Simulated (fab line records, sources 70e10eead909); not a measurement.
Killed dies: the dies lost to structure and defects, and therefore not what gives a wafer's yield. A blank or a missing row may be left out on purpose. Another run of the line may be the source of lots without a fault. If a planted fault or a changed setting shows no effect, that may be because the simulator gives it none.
A lot that was struck, set against a sound lot / flow nandHarc / 14 out of 1159 route steps
Sound: these wafers, L639.2, L639.5, L639.6. Struck: wafers L631.2, L631.3, L631.4. Last of all comes the cause.
Order at every step that has rows: each side's tool, ch and its chambers, its first start. Under that, the readings that differ: sound wafers / struck wafers / difference of the means / sigmas: that difference in standard deviations of wafers without a fault.
alike: a reading whose means differ by less than 2 such deviations, as well as words and numbers matching on both sides. not compared: withheld readings; readings where some wafer has no value; bounds like >300 that might hide an equal value; numbers whose values overlap and for which the record gives no deviation.
A row with sigmas, a row that says differs or no value, or rows on one side alone: a step with any of these is where the two part. Numbers that don't overlap but have no deviation are shown without sigmas and don't part them. A reading missing from all wafers of one side parts the sides only when that side holds two or more wafers.

NHARC_A_WL_FILL_STRIP_27: strips in N2/H2, time 20 s.
  sound on plasmaAsher-02 ch 0,1, day 19 11:55; struck on plasmaAsher-02 ch 0,1, day 17 13:55
  alike: drypumpMotorCurrentA, heaterPowerW
  not compared: rfHoursCounterH
then, 4 steps without rows for these wafers: NHARC_A_WL_FILL_STRIP_28 (strips in post etch residue remover, time 1200 s); NHARC_A_WL_FILL_PRECLEAN_06 (cleans in DIW, time 300 s); NHARC_A_WL_FILL_SRD_07; NHARC_A_WL_FILL_ANNEAL_08 (time 1800 s).
NHARC_A_WL_FILL_ALD_10: deposits SiO2, target thk 50 nm, pulse time 10 s, ald cycles 500.
  sound on aldHk-01 ch 0,2,3, day 19 21:31; struck on aldHk-02 ch 0,1,2, day 17 18:12
  alike: heaterPowerW, precursorPulseHeightRel
  not compared: sinceWetCleanH
NHARC_A_WL_FILL_ETCHBACK_16: etches the open film in C4F8/O2/Ar, target depth 88 nm, time 17.6 s.
  sound on rieDiel-09 ch 0,3; struck on rieDiel-06 ch 1,2,3
  alike: oesProductAu, rfVppV
  not compared: rfHoursCounterH
NHARC_A_WL_FILL_STRIP_29: strips in O2, time 20 s.
  sound on rieDiel-09 ch 0,1,3, day 20 00:43; struck on rieDiel-06 ch 0,1,3, day 17 22:55
  alike: drypumpMotorCurrentA, oesProductAu, rfVppV, showerheadPlenumPTorr, throttleValvePct
  not compared: rfHoursCounterH
NHARC_A_WL_FILL_ETCHBACK_17: etches the open film in Cl2/BCl3, target depth 4 nm, time 26.7 s.
  sound on rieMetal-01 ch 0,1, day 20 00:48; struck on rieMetal-03 ch 0,1, day 17 22:59
  alike: drypumpMotorCurrentA, oesProductAu
  not compared: rfHoursCounterH
then, 2 steps without rows for these wafers: NHARC_A_WL_FILL_PRECLEAN_18 (cleans in dHF, time 30 s); NHARC_A_WL_FILL_SRD_21.
NHARC_A_WL_FILL_CVD_23: deposits poly-Si, target thk 40 nm, time 800 s.
  sound on lpcvdPoly-04 ch 0, day 20 03:15; struck on lpcvdPoly-02 ch 0, day 19 07:38
  alike: spikeTcUpperC, zonePowerCentrePct
then, 1 step without rows for these wafers: NHARC_A_WL_FILL_ETCHBACK_26 (etches the open film in HBr, target depth 52 nm, time 13.3 s).
-- the record jumps here: 3 days lie between the struck wafers' starts before and after (it left off in module A_WL_FILL and takes up again in module END, whose first step shown is number 1159 of the route) --
NHARC_END_SORT_01:
  at this point the record logs the struck wafers (prober-01 ch 0, day 22 18:06) and has no rows for the sound ones

== WHERE THEY PART ==
NHARC_END_SORT_01 only, going by this record.

WHY: what had been put in by the simulator
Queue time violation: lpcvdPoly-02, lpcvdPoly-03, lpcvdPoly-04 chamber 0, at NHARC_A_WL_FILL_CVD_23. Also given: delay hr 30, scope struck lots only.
